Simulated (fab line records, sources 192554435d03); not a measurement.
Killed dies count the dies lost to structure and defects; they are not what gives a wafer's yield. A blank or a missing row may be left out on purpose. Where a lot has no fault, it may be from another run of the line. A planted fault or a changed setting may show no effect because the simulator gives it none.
Matching of chambers | flow n5Finfet | rieDiel-05 running N5_BEOL_M8_DESCUM_33: 4 sister chambers
The step chemistry O2, time 7 s. 22 wafers are shown with their chamber, then 11 later ones without.

== WAFERS PAIRED WITH THEIR CHAMBERS ==
wafer  | chamber | showerheadPlenumPTorr (Torr) | rfVppV (V) | oesProductAu (a.u.)
L074.1 | 3       | 2.15                         | 243.9      | 0.69
L074.2 | 0       | 2.17                         | 245.9      | 0.75
L074.3 | 1       | 1.91                         | 239.6      | 0.76
L075.1 | 1       | 1.91                         | 239.8      | 0.75
L075.4 | 0       | 2.17                         | 244.1      | 0.74
L075.5 | 1       | 1.91                         | 239.0      | 0.74
L078.2 | 2       | 2.22                         | 243.9      | 0.86
L078.5 | 0       | 2.16                         | 243.9      | 0.73
L078.6 | 3       | 2.15                         | 243.3      | 0.96
L082.1 | 1       | 1.91                         | 240.8      | 0.72
L082.2 | 2       | 2.22                         | 244.6      | 0.86
L082.6 | 2       | 2.22                         | 244.8      | 0.85
L081.1 | 3       | 2.15                         | 243.5      | 0.92
L081.3 | 1       | 1.91                         | 242.0      | 0.72
L081.6 | 2       | 2.22                         | 245.1      | 0.85
L086.1 | 0       | 2.16                         | 245.0      | 0.73
L086.4 | 1       | 1.91                         | 240.3      | 0.73
L086.5 | 3       | 2.14                         | 243.0      | 0.92
L085.1 | 1       | 1.90                         | 240.4      | 0.73
L085.2 | 3       | 2.14                         | 242.9      | 0.91
L085.6 | 3       | 2.14                         | 243.8      | 0.91
L087.1 | 3       | 2.14                         | 244.3      | 0.91

SIGNATURES, as means of the wafers listed above
reading               | chamber 0 | chamber 1 | chamber 2 | chamber 3 | scatter within a chamber
showerheadPlenumPTorr | 2.1650    | 1.9086    | 2.2200    | 2.1443    | 0.00445
rfVppV                | 244.725   | 240.271   | 244.600   | 243.529   | 0.761
oesProductAu          | 0.7375    | 0.7357    | 0.8550    | 0.8886    | 0.0525
Rule: a wafer lies at a distance from a chamber equal to the root of the sum of squares, over the readings, of (its reading less the chamber's mean, divided by the reading's scatter). The wafer belongs to the nearest chamber; if the next one is less than 2 further off, it can't be placed. The scatter: the root of (the sum of the squares of (reading less its chamber's mean) over the shown wafers, divided by (wafers less chambers)).

== WAFERS WHOSE CHAMBER IS MISSING ==
wafer  | showerheadPlenumPTorr (Torr) | rfVppV (V) | oesProductAu (a.u.)
L087.5 | 2.22                         | 245.0      | 0.85
L087.6 | 2.14                         | 244.9      | 0.90
L092.1 | 1.90                         | 239.4      | 0.71
L092.3 | 2.16                         | 245.7      | 0.72
L092.5 | 1.90                         | 241.4      | 0.72
L096.1 | 2.21                         | 245.2      | 0.80
L096.2 | 1.90                         | 238.7      | 0.71
L096.3 | 2.15                         | 244.3      | 0.70
L097.2 | 2.15                         | 243.2      | 0.71
L097.4 | 2.13                         | 243.3      | 0.86
L097.6 | 2.14                         | 243.8      | 0.87

== CHAMBER TAKEN BY EACH ==
wafer  | from the rows above     | in truth
L087.5 | 2                       | 2
L087.6 | 3                       | 3
L092.1 | 1                       | 1
L092.3 | 0                       | 0
L092.5 | 1                       | 1
L096.1 | 2                       | 2
L096.2 | 1                       | 1
L096.3 | can't be placed: 0 or 3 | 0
L097.2 | can't be placed: 3 or 0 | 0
L097.4 | 3                       | 3
L097.6 | 3                       | 3
9 of 11 placed correctly. From these rows, 2 cannot be placed; in 2 the true chamber is one of the candidates. Wrongly placed: 0.
